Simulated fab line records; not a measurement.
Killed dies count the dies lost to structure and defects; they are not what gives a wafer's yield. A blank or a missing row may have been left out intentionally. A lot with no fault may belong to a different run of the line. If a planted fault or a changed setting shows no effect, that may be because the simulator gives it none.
fab line records	flow nandHarc
[record] lots = 12	wafers = 36	lastDay = 24
route steps=1159 shown P_GATE@146 P_CONTACT@237 END@1159
lots with no fault: from the same line, run without faults
startH: start of the lot's first displayed wafer, in hours after the record's first day	waitH: how many hours have passed since the lot's step before this one	" as in the row above	L1.1+2: a single row standing in for several wafers	- no value, or no start was given	* or withheld: withheld	< > ~ a bound
route shown NAME@n: NAME is a module with steps in the file, n the number in the route of the first one	usual: the fault-free wafers' mean and standard deviation	same: alike in all rows	chamber/n: place in a boat	sites: each site's reading	_std_site: their standard deviation	_edge_site: the outer-site mean with the inner-site mean subtracted	radiusMm: for every site, how far away it sits from the centre of the wafer	mask NAME#n: copy n	behind: tool/chamber where the wafer was last shaped	hold: why the lot was held/for how many hours/how that ended	device: whichever transistor did not switch (one of n, p or np)	end of line: the tests these same wafers got at the end of their route	where a step has no rows: the recipe by itself	killed: at the first sort, the dies lost to defects and structure; wafer yield is something else	map: per-die view of a wafer (x killed, . not killed, _ where there is no die)
set.NAME: the setting that was run; set.NAME@STEP: the one run at that earlier step	model.NAME: the simulator's own value behind a step, which no gauge read
steps of the route over a sample of lots; a table a step, a row a wafer
services: a tool's chamber out of use, with start hour (startH, from the record's first day; less than 0 if before it), hours out, and reason
[[steps]]
[step NHARC_P_GATE_HM_OPEN_105]
[recipe] targetDepthA = 3600	o2FlowSccm = 400	cosFlowSccm = 20	arFlowSccm = 0	rfW = 500	biasW = 300	chemistry = O2/COS
[usual] drypumpMotorCurrentA = 5.8/0.49	oesProductAu = 1.001/0.0066	rfVppV = 468/3.2	showerheadPlenumPTorr = 3.16/0.14	throttleValvePct = 28.329/0.0097
lot.wafer	tool	chamber	startH	waitH	drypumpMotorCurrentA	oesProductAu	rfHoursCounterH	rfVppV	showerheadPlenumPTorr	throttleValvePct
L468.1	rieDiel-05	0	-	-	6.1	1.003	37	473	3.35	28.342
L468.5	"	0	"	"	6.1	0.997	-	472	3.35	28.356
L468.6	"	1	"	"	5.9	0.998	-	470	3.32	28.327
L469.2	rieDiel-06	1	-	-	5.4	0.996	3	463	2.94	28.332
L469.1	"	0	"	"	5.3	0.985	3	467	3.11	28.333
L469.4	"	1	"	"	5.5	0.999	-	464	2.94	28.308
L471.1	rieDiel-05	2	-	-	5.6	1.001	38	468	3.17	28.329
L471.5	"	0	"	"	6.1	1.002	-	473	3.35	28.340
L471.6	"	1	"	"	5.9	1.002	-	472	3.31	28.311
L473.2	rieDiel-06	1	-	-	5.5	0.995	10	463	2.93	28.336
L473.1	"	2	"	"	5.0	0.997	3	472	3.29	28.333
L473.3	"	3	"	"	6.6	0.999	10	470	3.29	28.331
L478.1	rieDiel-13	0	-	-	5.9	0.998	20	462	2.92	28.335
L478.4	"	1	"	"	6.2	0.997	-	467	3.07	28.341
L478.6	"	2	"	"	5.8	1.004	-	469	3.18	28.341
L479.2	rieDiel-13	2	-	-	5.8	1.006	28	468	3.17	28.336
L479.6	"	1	"	"	6.2	0.992	-	465	3.07	28.334
L479.4	"	2	"	"	5.8	1.006	-	469	3.17	28.320
L480.2	rieDiel-06	1	-	-	5.5	0.987	14	464	2.93	28.332
L480.6	"	0	"	"	5.3	1.007	-	467	3.10	28.313
L480.5	"	1	"	"	5.5	1.000	-	462	2.93	28.341
L485.1	rieDiel-06	1	-	-	5.4	0.999	18	463	2.93	28.314
L485.3	"	0	"	"	5.3	0.992	23	466	3.10	28.319
L485.6	"	1	"	"	5.4	0.994	-	463	2.93	28.333
L484.1	rieDiel-05	0	-	-	6.1	0.999	3	471	3.34	28.322
L484.5	"	2	"	"	5.6	1.000	-	467	3.15	28.343
L484.6	"	3	"	"	6.3	0.990	-	469	3.17	28.320
L486.1	rieDiel-13	0	-	-	5.9	1.006	46	464	2.91	28.299
L486.6	"	1	"	"	6.2	0.995	-	467	3.06	28.333
L486.5	"	2	"	"	5.8	0.998	-	470	3.16	28.315
L488.3	rieDiel-06	3	-	-	6.7	0.992	31	472	3.28	28.334
L488.2	"	0	"	"	5.3	0.996	29	467	3.09	28.320
L488.6	"	3	"	"	6.6	0.994	-	471	3.28	28.337
L491.3	rieDiel-13	0	-	-	5.9	0.992	-	462	2.91	28.323
L491.6	"	0	"	"	5.9	0.997	-	464	2.91	28.327
L491.5	"	2	"	"	5.8	1.003	-	469	3.16	28.331
[step NHARC_P_GATE_STRIP_95]
[recipe] powerW = 1500	tempC = 250	chemistry = O2
[usual] drypumpMotorCurrentA = 5.8/0.48	heaterPowerW = 335/24
lot.wafer	tool	chamber	startH	waitH	drypumpMotorCurrentA	heaterPowerW	rfHoursCounterH
L468.1	plasmaAsher-02	1	102.90	0.6	6.4	382	29
L468.6	"	1	"	"	6.4	383	-
L468.5	"	0	"	"	5.2	305	-
L469.2	plasmaAsher-01	1	110.30	0.6	6.2	357	1
L469.1	"	0	"	"	5.4	320	1
L469.4	"	1	"	"	6.1	353	-
L471.1	plasmaAsher-02	1	121.98	0.6	6.4	379	37
L471.6	"	1	"	"	6.4	369	-
L471.5	"	0	"	"	5.3	305	-
L473.2	plasmaAsher-01	0	133.16	0.6	5.4	315	8
L473.1	"	1	"	"	6.2	356	8
L473.3	"	0	"	"	5.4	315	-
L478.1	plasmaAsher-02	1	170.40	0.6	6.4	387	51
L478.4	"	1	"	"	6.4	369	-
L478.6	"	0	"	"	5.2	311	-
L479.2	plasmaAsher-02	1	183.60	0.5	6.4	378	56
L479.4	"	0	"	"	5.2	314	-
L479.6	"	0	"	"	5.2	314	-
L480.2	plasmaAsher-01	0	184.37	0.6	5.3	314	25
L480.6	"	0	"	"	5.3	309	-
L480.5	"	1	"	"	6.1	345	-
L484.1	plasmaAsher-02	0	203.69	0.5	5.3	303	4
L484.6	"	1	"	"	6.4	346	-
L484.5	"	0	"	"	5.3	315	-
L485.1	plasmaAsher-01	0	205.62	0.5	5.4	312	35
L485.3	"	0	"	"	5.4	314	-
L485.6	"	0	"	"	5.4	301	-
L486.1	plasmaAsher-02	0	221.71	0.5	5.2	314	9
L486.5	"	1	"	"	6.4	348	-
L486.6	"	0	"	"	5.2	313	-
L488.2	plasmaAsher-02	0	228.64	0.6	5.3	316	13
L488.3	"	1	"	"	6.4	343	-
L488.6	"	1	"	"	6.4	352	-
L491.3	plasmaAsher-02	1	237.75	0.4	6.4	353	-
L491.5	"	1	"	"	6.4	353	-
L491.6	"	0	"	"	5.2	304	-
[step NHARC_P_CONTACT_ETCH_36]
[recipe] targetDepthA = 2600	overEtchFrac = 0.25	timeS = 406.25	ionEnergyEv = 200	n2FlowSccm = 150	h2FlowSccm = 150	arFlowSccm = 0	rfW = 400	biasW = 150	chemistry = N2/H2
[usual] drypumpMotorCurrentA = 5.4/0.53	oesProductAu = 1.002/0.0061	rfVppV = 429.8/2.8	showerheadPlenumPTorr = 2.01/0.095	throttleValvePct = 14.170/0.0089
[same] timeS = 406.25
lot.wafer	tool	chamber	startH	waitH	drypumpMotorCurrentA	oesProductAu	rfHoursCounterH	rfVppV	showerheadPlenumPTorr	throttleValvePct
L468.1	rieDiel-03	3	107.33	-	5.6	0.997	6	426.3	1.90	14.177
L468.5	"	1	"	"	4.6	1.003	-	431.2	2.05	14.166
L468.6	"	2	"	"	5.8	0.995	-	426.6	1.90	14.148
L469.2	rieDiel-03	2	114.22	-	5.8	1.012	7	426.3	1.90	14.167
L469.4	"	3	"	"	5.6	1.007	7	426.2	1.90	14.162
L469.1	"	0	"	"	4.8	0.994	7	432.9	2.11	14.168
L471.1	rieDiel-12	2	125.83	-	5.6	0.998	10	431.3	2.08	14.173
L471.6	"	1	"	"	5.4	0.998	-	433.5	2.14	14.151
L471.5	"	2	"	"	5.6	0.990	-	432.2	2.08	14.153
L473.2	rieDiel-12	2	136.99	-	5.6	1.003	11	432.6	2.08	14.183
L473.1	"	0	"	"	5.4	1.003	7	430.2	2.05	14.155
L473.3	"	1	"	"	5.4	0.994	11	434.2	2.14	14.172
L478.1	rieDiel-12	1	174.71	-	5.4	0.885	16	432.8	2.14	14.171
L478.4	"	2	"	"	5.6	0.880	16	431.6	2.08	14.184
L478.6	"	0	"	"	5.4	0.882	-	431.0	2.05	14.175
L479.4	rieDiel-12	1	187.54	-	5.4	0.880	18	434.2	2.14	14.167
L479.2	"	0	"	"	5.4	0.883	13	430.7	2.05	14.184
L479.6	"	1	"	"	5.4	0.889	-	432.1	2.14	14.169
L480.2	rieDiel-03	1	188.06	-	4.7	1.007	14	432.2	2.05	14.166
L480.6	"	1	"	"	4.6	1.008	-	431.2	2.05	14.167
L480.5	"	2	"	"	5.8	1.007	-	425.8	1.89	14.171
L484.1	rieDiel-03	0	207.66	-	4.8	0.994	16	432.9	2.11	14.165
L484.5	"	3	"	"	5.6	1.004	-	425.9	1.90	14.170
L484.6	"	0	"	"	4.8	1.005	-	433.4	2.11	14.163
L485.3	rieDiel-03	2	209.35	-	5.8	1.010	16	427.2	1.89	14.169
L485.1	"	3	"	"	5.5	1.004	16	426.0	1.90	14.179
L485.6	"	1	"	"	4.6	1.002	-	428.3	2.05	14.159
L486.1	rieDiel-03	1	226.49	-	4.6	1.005	0	431.0	2.05	14.178
L486.5	"	1	"	"	4.6	1.005	-	429.3	2.05	14.172
L486.6	"	2	"	"	5.8	1.002	-	427.6	1.89	14.182
L488.3	rieDiel-03	2	233.22	-	5.8	1.006	2	425.9	1.89	14.152
L488.2	"	3	"	"	5.6	1.006	1	426.4	1.90	14.163
L488.6	"	1	"	"	4.7	1.010	-	431.6	2.05	14.181
L491.3	rieDiel-03	1	241.84	-	4.6	1.002	3	429.8	2.05	14.168
L491.6	"	0	"	"	4.8	1.001	-	432.4	2.11	14.162
L491.5	"	1	"	"	4.7	1.007	-	431.2	2.05	14.173
[step NHARC_P_CONTACT_ETCH_18]
[recipe] targetDepthA = 4810	timeS = 240.5	c4f8FlowSccm = 20	o2FlowSccm = 10	arFlowSccm = withheld	rfW = 600	biasW = 1500	chemistry = C4F8/O2/Ar
[usual] oesProductAu = 0.963/0.016	rfVppV = 976/6
[same] timeS = 240.5
lot.wafer	tool	chamber	startH	waitH	oesProductAu	rfHoursCounterH	rfVppV
L468.1	rieDiel-03	3	-	-	0.966	6	970
L468.6	"	1	"	"	0.962	-	980
L468.5	"	2	"	"	0.967	-	970
L469.4	rieDiel-03	0	-	-	0.966	7	983
L469.1	"	1	"	"	0.984	6	980
L469.2	"	2	"	"	0.975	7	969
L471.1	rieDiel-12	0	-	-	0.984	6	979
L471.6	"	2	"	"	0.955	-	981
L471.5	"	3	"	"	0.965	-	970
L473.2	rieDiel-12	3	-	-	0.975	12	969
L473.3	"	0	"	"	0.976	7	977
L473.1	"	1	"	"	0.948	11	986
L478.4	rieDiel-12	3	-	-	0.976	17	970
L478.1	"	2	"	"	0.977	16	980
L478.6	"	0	"	"	0.956	-	979
L479.4	rieDiel-12	2	-	-	0.958	18	980
L479.2	"	0	"	"	0.972	13	978
L479.6	"	1	"	"	0.956	-	986
L480.2	rieDiel-03	0	-	-	0.970	15	982
L480.5	"	0	"	"	0.982	-	982
L480.6	"	1	"	"	0.978	-	979
L484.1	rieDiel-03	0	-	-	0.952	17	983
L484.6	"	0	"	"	0.941	-	982
L484.5	"	1	"	"	0.978	-	980
L485.1	rieDiel-03	3	-	-	0.976	16	969
L485.3	"	0	"	"	0.979	17	981
L485.6	"	1	"	"	0.978	-	978
L486.1	rieDiel-03	3	-	-	0.955	0	969
L486.5	"	1	"	"	0.953	-	980
L486.6	"	2	"	"	0.970	-	968
L488.2	rieDiel-03	1	-	-	0.935	2	981
L488.3	"	2	"	"	0.946	2	969
L488.6	"	0	"	"	0.936	-	984
L491.3	rieDiel-03	2	-	-	0.971	2	970
L491.5	"	3	"	"	0.980	-	969
L491.6	"	0	"	"	0.978	-	981
[step NHARC_END_SORT_01]
[recipe] tempC = 25
[usual] killedAtArray = 31/12	killedAtOther = 0.6/0.85	killedAtPeriphery = 3.0/2.3	killedDies = 35/12	killedOpen = 3.2/1.9	killedShort = 1.8/1.4
[same] grossDies = 677
lot.wafer	tool	chamber	startH	waitH	killedAtArray	killedAtOther	killedAtPeriphery	killedDies	killedOpen	killedShort
L478.1	prober-01	0	508.69	2.5	45	1	3	49	4	2
L478.4	prober-01	0	511.11	3.4	33	2	4	39	3	1
L478.6	prober-01	0	512.73	4.0	31	1	1	33	1	0
L479.2	prober-02	0	517.23	2.8	55	0	4	59	4	3
L479.4	prober-02	0	518.83	3.4	48	0	13	61	3	1
L479.6	prober-02	0	520.43	4.0	42	0	14	56	4	4
// killed by level:class
L478.1 A_SLIT:chamberFilmFlake=17 A_CHANNEL_HOLE_D1:chamberFilmFlake=14 A_STAIRCASE:chamberFilmFlake=6 A_CONTACT:geometricParticle:open=2 A_CONTACT:chamberFilmFlake=2 P_CONTACT:areaEtch=2 P_CONTACT:geometricParticle:open=1 A_ONON_D1:geometricParticle:open=1
L478.4 A_CHANNEL_HOLE_D1:chamberFilmFlake=14 A_SLIT:chamberFilmFlake=11 A_STAIRCASE:chamberFilmFlake=3 A_ONON_D1:geometricParticle:open=2 A_WL_FILL:chamberFilmFlake=2 THIN_TSV:chamberFilmFlake=2 P_CONTACT:areaEtch=2 P_M0:geometricParticle:short=1
L478.6 A_SLIT:chamberFilmFlake=13 A_CHANNEL_HOLE_D1:chamberFilmFlake=12 A_WL_FILL:chamberFilmFlake=3 A_CONTACT:chamberFilmFlake=2 A_ONON_D1:geometricParticle:open=1 THIN_TSV:chamberFilmFlake=1 P_CONTACT:areaEtch=1
L479.2 A_CHANNEL_HOLE_D1:chamberFilmFlake=24 A_SLIT:chamberFilmFlake=13 A_STAIRCASE:chamberFilmFlake=5 A_SGD_CUT:chamberFilmFlake=4 A_CONTACT:chamberFilmFlake=3 A_CONTACT:geometricParticle:open=2 P_CONTACT:geometricParticle:open=1 A_CHANNEL_HOLE_D1:geometricParticle:short=1
L479.4 A_CHANNEL_HOLE_D1:chamberFilmFlake=18 A_SLIT:chamberFilmFlake=13 A_SGD_CUT:chamberFilmFlake=8 P_CONTACT:areaEtch=8 P_GATE:chamberFilmFlake=3 A_ZERO_WELL:chamberFilmFlake=3 A_CONTACT:chamberFilmFlake=2 P_CONTACT:geometricParticle:open=1
L479.6 A_SLIT:chamberFilmFlake=14 A_CHANNEL_HOLE_D1:chamberFilmFlake=13 P_CONTACT:areaEtch=9 A_SGD_CUT:chamberFilmFlake=4 A_WL_FILL:geometricParticle:short=3 P_GATE:chamberFilmFlake=3 A_STAIRCASE:chamberFilmFlake=2 P_CONTACT:geometricParticle:open=1
[[services]]
tool	chamber	startH	hours	kind
rieDiel-06	-	64.20	9.0	pm
rieDiel-03	0	71.83	-	clean
rieDiel-03	1	71.83	-	clean
rieDiel-03	2	71.83	-	clean
rieDiel-06	2	80.88	28.2	repair
rieDiel-03	1	82.06	8.5	repair
rieDiel-05	-	83.98	0.6	repair
plasmaAsher-02	-	87.25	6.1	repair
plasmaAsher-01	-	99.00	9.0	pm
rieDiel-13	-	99.07	9.0	pm
rieDiel-06	1	118.90	36.4	repair
rieDiel-06	0	131.80	9.3	repair
rieDiel-13	3	135.60	88.1	repair
rieDiel-05	-	164.39	9.0	pm
rieDiel-13	2	181.36	1.6	repair
plasmaAsher-02	-	183.65	9.0	pm
rieDiel-13	2	191.41	6.1	repair
rieDiel-13	-	193.39	0.4	repair
rieDiel-12	-	202.40	9.0	pm
rieDiel-03	-	215.33	9.0	pm
rieDiel-13	1	219.31	4.5	repair
plasmaAsher-02	-	232.42	1.0	repair
rieDiel-03	0	234.57	6.3	repair
rieDiel-06	-	241.20	9.0	pm
[[key]]
[firstSign] step = NHARC_P_CONTACT_ETCH_36	reading = oesProductAu	direction = down	sigmas = 19	usual = 1.002	struck = 0.883
[effect] step = NHARC_END_SORT_01	reading = killedAtPeriphery	direction = up	sigmas = 1.5	usual = 3.0	struck = 6.5	wafersMoved = 2
metAt NHARC_P_CONTACT_ETCH_36
struckLots L478,L479
testerLeftOut L478,L479
notActingAt NHARC_P_GATE_HM_OPEN_105,NHARC_P_GATE_STRIP_95,NHARC_P_CONTACT_ETCH_18
onsetBetween 136.99 174.71
[fault] kind = processParameterDrift	tool = rieDiel-12	chamber = -	onsetH = 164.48	steps = NHARC_P_CONTACT_ETCH_36	channel = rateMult	offset = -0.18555	shape = step	endH = 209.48
// testerLeftOut: of these lots the tester's yield and bins aren't shown, on N5 and GAA mostly nor the transistor test; their killed dies are dies lost to structure and defects alone, not to doping, threshold or leakage, so they don't give the yield
